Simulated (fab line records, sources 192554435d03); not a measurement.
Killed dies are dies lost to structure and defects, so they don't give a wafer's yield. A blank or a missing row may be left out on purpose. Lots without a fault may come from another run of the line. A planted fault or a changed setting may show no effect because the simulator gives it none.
Chamber matching | flow n5_finfet | N5_BEOL_M9_CMP_52 on cmp-04: 4 sister chambers
The step polishes, stops on SiCOH lowk, t overpolish 7 s, target thk 140 nm. 8 wafers are shown with their chamber, then 7 later ones without.

WAFERS WITH THEIR CHAMBER
wafer  | chamber | motor_current_A (A) | time_to_endpoint_s (s)
L077.2 | 0       | 7.3                 | 66.3
L079.4 | 0       | 7.4                 | 67.0
L082.6 | 3       | 6.8                 | 65.7
L088.2 | 2       | 6.0                 | 70.0
L088.4 | 3       | 6.6                 | 66.9
L088.5 | 1       | 6.1                 | 68.4
L092.2 | 2       | 5.8                 | 67.7
L092.3 | 1       | 6.1                 | 71.3

WAFERS WITHOUT THEIR CHAMBER
wafer  | motor_current_A (A) | time_to_endpoint_s (s)
L092.6 | 6.0                 | 69.3
L095.1 | 6.0                 | 69.9
L095.4 | 7.2                 | 68.8
L095.5 | 6.0                 | 70.1
L096.1 | 7.4                 | 69.3
L096.2 | 5.9                 | 67.3
L096.5 | 7.4                 | 69.8

WHICH CHAMBER EACH WENT THROUGH
wafer  | from the rows above     | in truth
L092.6 | can't be placed: 2 or 1 | 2
L095.1 | can't be placed: 1 or 2 | 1
L095.4 | 0                       | 0
L095.5 | can't be placed: 1 or 2 | 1
L096.1 | 0                       | 0
L096.2 | can't be placed: 2 or 1 | 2
L096.5 | 0                       | 0
Placed correctly: 3 of 7. Can't be placed from these rows: 4 (the true chamber is among the candidates in 4). Placed wrongly: 0.
How it was worked out, from the rows above alone: a wafer's distance from a chamber is the root of the sum, over the readings, of the square of ((its reading less the chamber's mean) divided by the reading's scatter). The wafer belongs to the nearest chamber; if the next one is less than 2 further off, it can't be placed. A chamber's mean is the mean of its shown wafers. The scatter: the root of (the sum of the squares of (reading less its chamber's mean) over the shown wafers, divided by (wafers less chambers)).
